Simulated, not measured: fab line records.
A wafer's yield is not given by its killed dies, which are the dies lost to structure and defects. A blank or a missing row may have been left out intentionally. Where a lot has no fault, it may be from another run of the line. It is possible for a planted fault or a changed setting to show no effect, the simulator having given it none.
fab line records	flow n5_finfet	part 1 of 2: steps 1 to 26 of 33
record: lots: 5	wafers: 15	last_day: 16
route steps=1938 shown PMOS_HMC_CHANNEL_EPI@86 FIN_SAQP@90
lots untouched by any fault: they come from a run of this same line in which no faults occurred
start_h: hours from the record's first day to the start of the lot's first wafer shown	wait_h: hours since the lot's step before	" the same as in the row above	L1.1+2: several wafers, shown together as one row	- no value, or no start given	* or withheld: withheld	< > ~ a bound
route shown NAME@n: a module of which the file shows steps, and the number in the route of the first	usual: mean and standard deviation over wafers with no fault	same: alike in all rows	chamber/n: place in a boat	sites: per-site readings	_std_site: standard deviation of those values	_edge_site: outer sites' mean less inner sites'	radius_mm: for every site, how far away it sits from the centre of the wafer	mask NAME#n: copy n	behind: the most recent tool/chamber to have shaped the wafer	hold: the reason the lot was held/the length of the hold in hours/how it ended	device: the n, p or np transistor that did not switch	end of line: the tests these same wafers got at the end of their route	a step without rows: its recipe alone	killed: count of dies lost to structure and defects at first sort (not the wafer's yield)	map: a wafer's dies, x killed, . not, _ none there
set.NAME: the setting as run; set.NAME@STEP: as run at that earlier step	model.NAME: the simulator's own value behind a step, which no gauge read
a table for each step, a row for each wafer; lots at some steps of the route
services: when a tool's chamber went out of use (start_h, in hours from the record's first day, below 0 if earlier), for how many hours, and the reason
== steps ==
step: N5_PMOS_HMC_CHANNEL_EPI_SRD_25
recipe: dry: ipa_marangoni	do_ppb: 5	time_s: 30	temp_c: 23	rinse_liquid: diw
usual: bath_heat_duty_pct: 3.5/0.45
same: time_s: 30
lot.wafer	tool	chamber	start_h	wait_h	bath_heat_duty_pct
L079.3	wet_bench-05	3	50.72	0.0	3.8
L079.4	"	1	"	"	4.3
L079.5	"	0	"	"	2.9
L083.2	wet_bench-03	1	74.35	0.0	2.7
L083.3	"	3	"	"	3.0
L083.6	"	2	"	"	4.0
L089.4	wet_bench-03	1	109.86	0.0	3.2
L089.5	"	7	"	"	4.7
L089.6	"	3	"	"	2.8
L091.1	wet_bench-01	6	121.53	0.0	4.4
L091.3	"	2	"	"	3.5
L091.4	"	3	"	"	2.9
L092.3	wet_bench-03	2	127.76	0.0	3.2
L092.5	"	3	"	"	3.5
L092.6	"	5	"	"	2.7
step: N5_PMOS_HMC_CHANNEL_EPI_EPI_26
recipe: material: Si	target_thk_a: 38	temp_c: 650	precursor: SiH4/H2	pressure_torr: 20	time_s: 22.7
usual: throttle_valve_pct: 11.4/0.45
same: time_s: 22.7
lot.wafer	tool	chamber	start_h	wait_h	throttle_valve_pct
L079.3	epi_rpcvd-04	0	50.90	0.2	12.0
L079.4	"	0	"	"	12.0
L079.5	"	0	"	"	11.8
L083.2	epi_rpcvd-03	0	74.45	0.1	10.9
L083.3	"	0	"	"	11.1
L083.6	"	0	"	"	11.1
L089.4	epi_rpcvd-04	0	110.06	0.2	12.0
L089.5	"	0	"	"	11.5
L089.6	"	0	"	"	12.0
L091.1	epi_rpcvd-04	0	121.58	0.0	11.9
L091.3	"	0	"	"	11.9
L091.4	"	0	"	"	11.8
L092.3	epi_rpcvd-01	0	127.94	0.2	11.4
L092.5	"	0	"	"	11.0
L092.6	"	0	"	"	11.5
step: N5_PMOS_HMC_CHANNEL_EPI_INSPECT_30
recipe: inspect_instrument: darkfield	mode: post_epi
usual: raw_defect_count: 17/6.5
lot.wafer	tool	chamber	start_h	wait_h	raw_defect_count
L079.3	defect_inspect-01	-	51.24	0.0	34
L079.4	"	-	"	"	17
L079.5	"	-	"	"	15
L083.2	defect_inspect-01	-	74.79	0.0	19
L083.3	"	-	"	"	25
L083.6	"	-	"	"	13
L089.4	defect_inspect-01	-	110.28	0.0	19
L089.5	"	-	"	"	23
L089.6	"	-	"	"	23
L091.1	defect_inspect-02	-	122.05	0.0	18
L091.3	"	-	"	"	20
L091.4	"	-	"	"	8
L092.3	defect_inspect-02	-	128.28	0.0	13
L092.5	"	-	"	"	13
L092.6	"	-	"	"	16
step: N5_FIN_SAQP_PRECLEAN_42
recipe: chemistry: O3/DIW	time_s: 60	temp_c: 22	o3_ppm: 10
usual: bath_heat_duty_pct: 2.4/0.46	o3_ppm: 10.00/0.11
same: time_s: 60
lot.wafer	tool	chamber	start_h	wait_h	bath_heat_duty_pct	o3_ppm
L079.3	wet_bench-02	5	51.27	0.0	1.5	10.04
L079.4	"	1	"	"	2.6	9.84
L079.5	"	2	"	"	2.3	9.76
L083.2	wet_bench-04	5	74.81	0.0	2.7	9.99
L083.3	"	2	"	"	2.4	9.94
L083.6	"	6	"	"	2.3	9.89
L089.4	wet_bench-02	6	110.31	0.0	2.6	9.93
L089.5	"	0	"	"	2.3	10.04
L089.6	"	5	"	"	1.6	9.90
L091.1	wet_bench-06	4	122.08	0.0	2.3	10.04
L091.3	"	3	"	"	2.6	10.00
L091.4	"	5	"	"	2.6	10.09
L092.3	wet_bench-06	2	128.31	0.0	2.7	10.10
L092.5	"	7	"	"	2.9	9.90
L092.6	"	1	"	"	2.2	9.94
step: N5_FIN_SAQP_PRECLEAN_00
recipe: chemistry: SC1	time_s: 60	temp_c: 55	mix: 1:2:50
usual: bath_heat_duty_pct: 8.6/1
same: time_s: 60
lot.wafer	tool	chamber	start_h	wait_h	bath_heat_duty_pct
L079.3	wet_bench-02	5	51.29	0.0	7.4
L079.4	"	1	"	"	6.4
L079.5	"	2	"	"	8.9
L083.2	wet_bench-04	5	74.83	0.0	10.6
L083.3	"	2	"	"	9.8
L083.6	"	6	"	"	8.7
L089.4	wet_bench-02	6	110.33	0.0	9.1
L089.5	"	0	"	"	7.9
L089.6	"	5	"	"	7.9
L091.1	wet_bench-06	4	122.12	0.0	8.5
L091.3	"	3	"	"	8.5
L091.4	"	5	"	"	8.3
L092.3	wet_bench-06	2	128.33	0.0	9.1
L092.5	"	7	"	"	11.2
L092.6	"	1	"	"	7.7
step: N5_FIN_SAQP_PRECLEAN_44
recipe: chemistry: SC2	time_s: 45	temp_c: 35	mix: 1:1:50
usual: bath_heat_duty_pct: 3.3/0.5
same: time_s: 45
lot.wafer	tool	chamber	start_h	wait_h	bath_heat_duty_pct
L079.3	wet_bench-02	5	51.30	0.0	2.9
L079.4	"	1	"	"	2.5
L079.5	"	2	"	"	3.3
L083.2	wet_bench-04	5	74.85	0.0	3.1
L083.3	"	2	"	"	3.6
L083.6	"	6	"	"	2.9
L089.4	wet_bench-02	6	110.34	0.0	3.5
L089.5	"	0	"	"	3.1
L089.6	"	5	"	"	2.6
L091.1	wet_bench-06	4	122.15	0.0	3.2
L091.3	"	3	"	"	3.7
L091.4	"	5	"	"	2.7
L092.3	wet_bench-06	2	128.34	0.0	3.0
L092.5	"	7	"	"	4.5
L092.6	"	1	"	"	3.8
step: N5_FIN_SAQP_SRD_01
recipe: dry: ipa_marangoni	time_s: 30	temp_c: 23	rinse_liquid: diw
usual: bath_heat_duty_pct: 3.6/0.52
same: time_s: 30
lot.wafer	tool	chamber	start_h	wait_h	bath_heat_duty_pct
L079.3	wet_bench-02	5	51.31	0.0	3.5
L079.4	"	1	"	"	3.5
L079.5	"	2	"	"	3.1
L083.2	wet_bench-04	5	74.86	0.0	3.8
L083.3	"	2	"	"	4.3
L083.6	"	6	"	"	3.8
L089.4	wet_bench-02	6	110.36	0.0	3.2
L089.5	"	0	"	"	3.5
L089.6	"	5	"	"	2.5
L091.1	wet_bench-06	4	122.18	0.0	4.0
L091.3	"	3	"	"	3.5
L091.4	"	5	"	"	3.2
L092.3	wet_bench-06	2	128.36	0.0	4.0
L092.5	"	7	"	"	4.6
L092.6	"	1	"	"	4.2
step: N5_FIN_SAQP_ALD_61
recipe: material: SiO2	target_thk_a: 40	temp_c: 300	ald_precursor_family: BDEAS	ald_co_reactant: O2-plasma	pulse_time_s: 1	purge_time_s: 2	co_reactant_purge_time_s: 2	ald_cycles: 43	pressure_torr: 2
usual: heater_power_w: 475/45	precursor_pulse_height_rel: 0.999/0.02
lot.wafer	tool	chamber	start_h	wait_h	heater_power_w	precursor_pulse_height_rel	since_wet_clean_h
L079.3	ald_sin-04	1	51.36	0.0	449	1.024	332
L079.4	"	2	"	"	426	0.985	332
L079.5	"	2	"	"	429	0.996	-
L083.2	ald_sin-04	1	74.91	0.0	439	1.036	356
L083.3	"	2	"	"	424	0.984	356
L083.6	"	3	"	"	519	0.995	-
L089.4	ald_sin-02	2	110.40	0.0	479	0.997	208
L089.5	"	2	"	"	459	0.955	-
L089.6	"	1	"	"	461	1.024	-
L091.1	ald_sin-04	2	122.24	0.0	428	0.968	23
L091.3	"	1	"	"	461	1.019	23
L091.4	"	0	"	"	447	0.991	23
L092.3	ald_sin-03	1	128.40	0.0	578	1.011	315
L092.5	"	0	"	"	487	0.992	-
L092.6	"	3	"	"	408	0.977	-
step: N5_FIN_SAQP_DENSIFY_62
recipe: temp_c: 700	time_s: 60	ambient: N2	idle_temp_c: 600	ramp_up_c_per_s: 150	ramp_down_c_per_s: 60	cool_to_c: 600
usual: lamp_power_pct: 9.84/0.056	wafer_temp_C_max: 703.3/0.6
same: time_s: 60
lot.wafer	tool	chamber	start_h	wait_h	lamp_power_pct	wafer_temp_C_max
L079.3	rtp_anneal-01	0	51.87	0.4	9.84	703.2
L079.4	"	0	"	"	9.74	703.2
L079.5	"	0	"	"	9.82	704.2
L083.2	rtp_anneal-02	0	75.14	0.1	9.89	703.7
L083.3	"	0	"	"	9.91	704.5
L083.6	"	0	"	"	9.80	703.1
L089.4	rtp_anneal-01	0	110.70	0.2	9.85	702.9
L089.5	"	0	"	"	9.77	703.4
L089.6	"	0	"	"	9.82	703.2
L091.1	rtp_anneal-01	0	122.44	0.1	9.87	703.6
L091.3	"	0	"	"	9.90	703.5
L091.4	"	0	"	"	9.77	703.3
L092.3	rtp_anneal-01	0	128.67	0.2	9.86	703.4
L092.5	"	0	"	"	9.80	702.6
L092.6	"	0	"	"	9.80	703.7
step: N5_FIN_SAQP_HM_DEP_03
recipe: material: SiNx	target_thk_a: 380	temp_c: 400	precursor: SiH4/NH3/N2	pressure_torr: 1.5	rf_w: 300	time_s: 33.6
usual: heater_power_w: 768/93	showerhead_plenum_p_Torr: 5.12/0.047	throttle_valve_pct: 40.8/0.86
same: time_s: 33.6
lot.wafer	tool	chamber	start_h	wait_h	heater_power_w	showerhead_plenum_p_Torr	since_wet_clean_h	throttle_valve_pct
L079.3	pecvd-04	0	52.05	0.2	583	5.08	-	40.5
L079.4	"	2	"	"	787	5.10	-	40.0
L079.5	"	0	"	"	575	5.09	-	40.7
L083.2	pecvd-02	2	75.33	0.2	645	5.08	2048	41.0
L083.3	"	1	"	"	832	5.08	1323	40.5
L083.6	"	1	"	"	824	5.07	-	40.5
L089.4	pecvd-04	1	110.85	0.1	889	5.19	-	39.7
L089.5	"	2	"	"	735	5.09	-	40.1
L089.6	"	0	"	"	718	5.08	-	40.9
L091.1	pecvd-02	1	122.66	0.2	714	5.09	1370	40.6
L091.3	"	0	"	"	913	5.18	645	40.9
L091.4	"	0	"	"	913	5.20	-	40.8
L092.3	pecvd-04	1	128.82	0.1	865	5.20	1558	39.7
L092.5	"	0	"	"	653	5.09	-	40.8
L092.6	"	1	"	"	915	5.19	-	39.6
step: N5_FIN_SAQP_THK_MEAS_05
usual: thk_nm: 38.2/0.61
lot.wafer	tool	chamber	start_h	wait_h	thk_nm
L079.3	film_metro-02	-	52.14	0.1	38.1
L079.4	"	-	"	"	38.9
L079.5	"	-	"	"	38.1
L083.2	film_metro-02	-	75.41	0.1	39.1
L083.3	"	-	"	"	38.7
L083.6	"	-	"	"	39.1
L089.4	film_metro-01	-	110.91	0.0	37.7
L089.5	"	-	"	"	38.7
L089.6	"	-	"	"	38.1
L091.1	film_metro-01	-	122.74	0.1	38.7
L091.3	"	-	"	"	38.0
L091.4	"	-	"	"	38.4
L092.3	film_metro-02	-	128.91	0.1	37.3
L092.5	"	-	"	"	38.3
L092.6	"	-	"	"	37.5
step: N5_FIN_SAQP_PECVD_47
recipe: material: a-Si	target_thk_a: 450	temp_c: 400	precursor: SiH4/He	pressure_torr: 3	rf_w: 100	time_s: 36.3
usual: heater_power_w: 845/84	showerhead_plenum_p_Torr: 5.66/0.034	throttle_valve_pct: 18.6/0.42
same: time_s: 36.3
lot.wafer	tool	chamber	start_h	wait_h	heater_power_w	showerhead_plenum_p_Torr	since_wet_clean_h	throttle_valve_pct
L079.3	pecvd-02	0	52.17	0.0	934	5.72	575	18.1
L079.4	"	0	"	"	920	5.70	-	18.3
L079.5	"	2	"	"	829	5.62	-	18.4
L083.2	pecvd-04	2	75.45	0.0	864	5.64	24	18.2
L083.3	"	0	"	"	706	5.64	779	18.5
L083.6	"	2	"	"	889	5.61	-	18.1
L089.4	pecvd-02	0	110.97	0.1	864	5.69	-	18.5
L089.5	"	2	"	"	726	5.62	-	18.5
L089.6	"	1	"	"	787	5.63	-	18.2
L091.1	pecvd-01	0	122.78	0.0	805	5.68	1189	19.5
L091.3	"	1	"	"	935	5.67	1914	18.9
L091.4	"	2	"	"	788	5.67	-	17.8
L092.3	pecvd-02	0	128.94	0.0	929	5.69	652	18.7
L092.5	"	1	"	"	858	5.61	-	18.7
L092.6	"	2	"	"	738	5.61	-	18.7
step: N5_FIN_SAQP_PECVD_48
recipe: material: SiNx	target_thk_a: 250	temp_c: 400	precursor: SiH4/NH3/N2	pressure_torr: 1.5	rf_w: 300	time_s: 22.1
usual: heater_power_w: 771/84	showerhead_plenum_p_Torr: 5.13/0.048	throttle_valve_pct: 40.8/0.89
same: time_s: 22.1
lot.wafer	tool	chamber	start_h	wait_h	heater_power_w	showerhead_plenum_p_Torr	since_wet_clean_h	throttle_valve_pct
L079.3	pecvd-02	0	52.21	0.0	933	5.19	575	40.2
L079.4	"	0	"	"	910	5.19	-	40.3
L079.5	"	2	"	"	768	5.07	-	40.9
L083.2	pecvd-04	2	75.49	0.0	769	5.08	24	40.1
L083.3	"	0	"	"	644	5.09	779	40.5
L083.6	"	2	"	"	757	5.08	-	39.8
L089.4	pecvd-02	0	111.01	0.0	844	5.19	-	40.5
L089.5	"	2	"	"	655	5.06	-	41.2
L089.6	"	1	"	"	827	5.06	-	40.6
L091.1	pecvd-01	0	122.82	0.0	699	5.17	1189	42.5
L091.3	"	1	"	"	898	5.14	1914	41.6
L091.4	"	2	"	"	719	5.15	-	39.4
L092.3	pecvd-02	0	128.99	0.0	933	5.19	652	40.6
L092.5	"	1	"	"	804	5.08	-	40.7
L092.6	"	2	"	"	714	5.08	-	41.1
step: N5_FIN_SAQP_PECVD_06
recipe: material: a-Si	target_thk_a: 600	temp_c: 400	precursor: SiH4/He	pressure_torr: 3	rf_w: 100	time_s: 48.1
usual: heater_power_w: 839/88	showerhead_plenum_p_Torr: 5.66/0.035	throttle_valve_pct: 18.6/0.42
same: time_s: 48.1
lot.wafer	tool	chamber	start_h	wait_h	heater_power_w	showerhead_plenum_p_Torr	since_wet_clean_h	throttle_valve_pct
L079.3	pecvd-02	0	52.25	0.0	1016	5.71	575	18.3
L079.4	"	0	"	"	976	5.71	-	18.0
L079.5	"	2	"	"	820	5.63	-	18.7
L083.2	pecvd-04	2	75.53	0.0	796	5.63	24	18.4
L083.3	"	0	"	"	684	5.63	779	18.5
L083.6	"	2	"	"	813	5.63	-	18.3
L089.4	pecvd-02	0	111.05	0.0	942	5.70	-	18.6
L089.5	"	2	"	"	793	5.63	-	18.8
L089.6	"	1	"	"	893	5.62	-	18.8
L091.1	pecvd-01	0	122.86	0.0	764	5.68	1189	18.9
L091.3	"	1	"	"	816	5.67	1914	18.8
L091.4	"	2	"	"	800	5.68	-	18.2
L092.3	pecvd-02	0	129.03	0.0	929	5.68	652	18.9
L092.5	"	1	"	"	785	5.62	-	18.3
L092.6	"	2	"	"	720	5.61	-	18.8
step: N5_FIN_SAQP_THK_MEAS_07
usual: thk_nm: 59.4/0.77
lot.wafer	tool	chamber	start_h	wait_h	thk_nm
L079.3	film_metro-01	-	52.34	0.1	58.2
L079.4	"	-	"	"	59.2
L079.5	"	-	"	"	59.4
L083.2	film_metro-02	-	75.62	0.1	58.5
L083.3	"	-	"	"	58.8
L083.6	"	-	"	"	59.3
L089.4	film_metro-02	-	111.12	0.0	59.0
L089.5	"	-	"	"	59.3
L089.6	"	-	"	"	59.8
L091.1	film_metro-02	-	122.95	0.1	57.6
L091.3	"	-	"	"	58.4
L091.4	"	-	"	"	59.2
L092.3	film_metro-02	-	129.12	0.1	57.6
L092.5	"	-	"	"	59.3
L092.6	"	-	"	"	59.5
step: N5_FIN_SAQP_HM_DEP_72
recipe: material: SiO2	target_thk_a: 120	temp_c: 400	precursor: SiH4/N2O	pressure_torr: 0.75	rf_w: 275	time_s: 7.2
usual: heater_power_w: 769/86	showerhead_plenum_p_Torr: 8.13/0.082
same: time_s: 7.2
lot.wafer	tool	chamber	start_h	wait_h	heater_power_w	showerhead_plenum_p_Torr	since_wet_clean_h
L079.3	pecvd-01	2	52.38	0.0	765	8.16	365
L079.4	"	1	"	"	902	8.15	-
L079.5	"	0	"	"	717	8.21	-
L083.2	pecvd-02	0	75.66	0.0	952	8.23	598
L083.3	"	2	"	"	671	8.00	2048
L083.6	"	2	"	"	681	8.02	-
L089.4	pecvd-01	1	111.18	0.1	861	8.16	-
L089.5	"	0	"	"	642	8.18	-
L089.6	"	2	"	"	716	8.14	-
L091.1	pecvd-04	2	122.99	0.0	752	8.03	71
L091.3	"	1	"	"	919	8.23	1552
L091.4	"	2	"	"	744	8.02	-
L092.3	pecvd-01	0	129.18	0.1	730	8.21	-
L092.5	"	1	"	"	881	8.16	-
L092.6	"	0	"	"	718	8.19	-
step: N5_FIN_SAQP_COAT_49
recipe: resist: SOC	temp_c: 250	time_s: 60	spin_rpm: 1500	resist_thk_nm: 100
same: time_s: 60
lot.wafer	tool	chamber	start_h	wait_h
L079.3+4+5	litho_track-03	0	52.46	0.1
L083.2+3+6	litho_track-03	0	75.73	0.1
L089.4+5+6	litho_track-01	0	111.23	0.0
L091.1+3+4	litho_track-03	0	123.06	0.1
L092.3+5+6	litho_track-01	0	129.25	0.1
step: N5_FIN_SAQP_COAT_50
recipe: resist: SiARC	temp_c: 220	time_s: 60	spin_rpm: 1500	resist_thk_nm: 35
same: time_s: 60
lot.wafer	tool	chamber	start_h	wait_h
L079.3+4+5	litho_track-03	0	-	-
L083.2+3+6	litho_track-03	0	-	-
L089.4+5+6	litho_track-01	0	-	-
L091.1+3+4	litho_track-03	0	-	-
L092.3+5+6	litho_track-01	0	-	-
step: N5_FIN_SAQP_COAT_10
recipe: resist: CAR-ArF	spin_rpm: 1500	resist_thk_nm: 90
lot.wafer	tool	chamber	start_h	wait_h
L079.3+4+5	litho_track-03	0	-	-
L083.2+3+6	litho_track-03	0	-	-
L089.4+5+6	litho_track-01	0	-	-
L091.1+3+4	litho_track-03	0	-	-
L092.3+5+6	litho_track-01	0	-	-
step: N5_FIN_SAQP_EBR_12
recipe: solvent: PGMEA	ebr_width_mm: 1.5
lot.wafer	tool	chamber	start_h	wait_h
L079.3+4+5	litho_track-03	0	-	-
L083.2+3+6	litho_track-03	0	-	-
L089.4+5+6	litho_track-01	0	-	-
L091.1+3+4	litho_track-03	0	-	-
L092.3+5+6	litho_track-01	0	-	-
step: N5_FIN_SAQP_SOFTBAKE_11
recipe: temp_c: 110	time_s: 60	resist: CAR-ArF
same: time_s: 60
lot.wafer	tool	chamber	start_h	wait_h
L079.3+4+5	litho_track-03	0	-	-
L083.2+3+6	litho_track-03	0	-	-
L089.4+5+6	litho_track-01	0	-	-
L091.1+3+4	litho_track-03	0	-	-
L092.3+5+6	litho_track-01	0	-	-
step: N5_FIN_SAQP_EXPOSE_13
recipe: mask_id: FIN_CORE	na: 1.35	source_shape: dipole	sigma_inner: 0.538	sigma_outer: 0.738	polarization: te	target_cd_nm: 35.6	dose_mj: 63.25
lot.wafer	tool	chamber	start_h	wait_h	mask
L079.3+4+5	arfi_scanner-02	0	53.93	-	FIN_CORE#0
L083.2+3+6	arfi_scanner-01	0	75.98	-	FIN_CORE#0
L089.4+5+6	arfi_scanner-03	0	111.37	-	FIN_CORE#0
L091.1+3+4	arfi_scanner-01	0	123.31	-	FIN_CORE#0
L092.3+5+6	arfi_scanner-03	0	129.51	-	FIN_CORE#0
step: N5_FIN_SAQP_PEB_14
recipe: peb_temp_c: withheld	peb_time_s: 60	resist: CAR-ArF
lot.wafer	tool	chamber	start_h	wait_h
L079.3+4+5	litho_track-03	0	53.98	0.0
L083.2+3+6	litho_track-03	0	76.04	0.0
L089.4+5+6	litho_track-05	0	111.41	0.0
L091.1+3+4	litho_track-05	0	123.37	0.1
L092.3+5+6	litho_track-05	0	129.56	0.0
step: N5_FIN_SAQP_DEVELOP_15
recipe: develop_time_s: 30	developer: TMAH	resist: CAR-ArF	dev_temp_c: 23	rinse_liquid: diw	dry: air_spin
lot.wafer	tool	chamber	start_h	wait_h
L079.3+4+5	litho_track-03	0	-	-
L083.2+3+6	litho_track-03	0	-	-
L089.4+5+6	litho_track-05	0	-	-
L091.1+3+4	litho_track-05	0	-	-
L092.3+5+6	litho_track-05	0	-	-
step: N5_FIN_SAQP_CD_MEAS_16
recipe: target_cd_nm: 35.6	landing_energy_ev: 500	detector: se_inlens
usual: cd_nm: 35.6/0.33
lot.wafer	tool	chamber	start_h	wait_h	cd_nm
L079.3	cd_sem-01	0	54.05	-	35.5
L079.4	"	0	"	"	35.6
L079.5	"	0	"	"	35.8
L083.2	cd_sem-01	0	76.11	-	35.1
L083.3	"	0	"	"	35.8
L083.6	"	0	"	"	35.0
L089.4	cd_sem-02	0	111.48	-	35.1
L089.5	"	0	"	"	35.5
L089.6	"	0	"	"	35.0
L091.1	cd_sem-02	0	123.44	-	35.8
L091.3	"	0	"	"	35.6
L091.4	"	0	"	"	36.0
L092.3	cd_sem-03	0	129.63	-	35.6
L092.5	"	0	"	"	35.8
L092.6	"	0	"	"	35.6
step: N5_FIN_SAQP_OVL_MEAS_17
recipe: points_per_wafer: 44
usual: FIN_CORE_OVL: -0.1/0.98
lot.wafer	tool	chamber	start_h	wait_h	FIN_CORE_OVL[nm]
L079.3	overlay-01	0	54.08	0.0	-0.7
L079.4	"	0	"	"	0.8
L079.5	"	0	"	"	-0.9
L083.2	overlay-01	0	76.14	0.0	1.5
L083.3	"	0	"	"	0.9
L083.6	"	0	"	"	0.3
L089.4	overlay-02	0	111.51	0.0	0.2
L089.5	"	0	"	"	-0.7
L089.6	"	0	"	"	-0.7
L091.1	overlay-02	0	123.48	0.0	-0.2
L091.3	"	0	"	"	0.1
L091.4	"	0	"	"	1.1
L092.3	overlay-01	0	129.66	0.0	0.9
L092.5	"	0	"	"	0.6
L092.6	"	0	"	"	-0.9
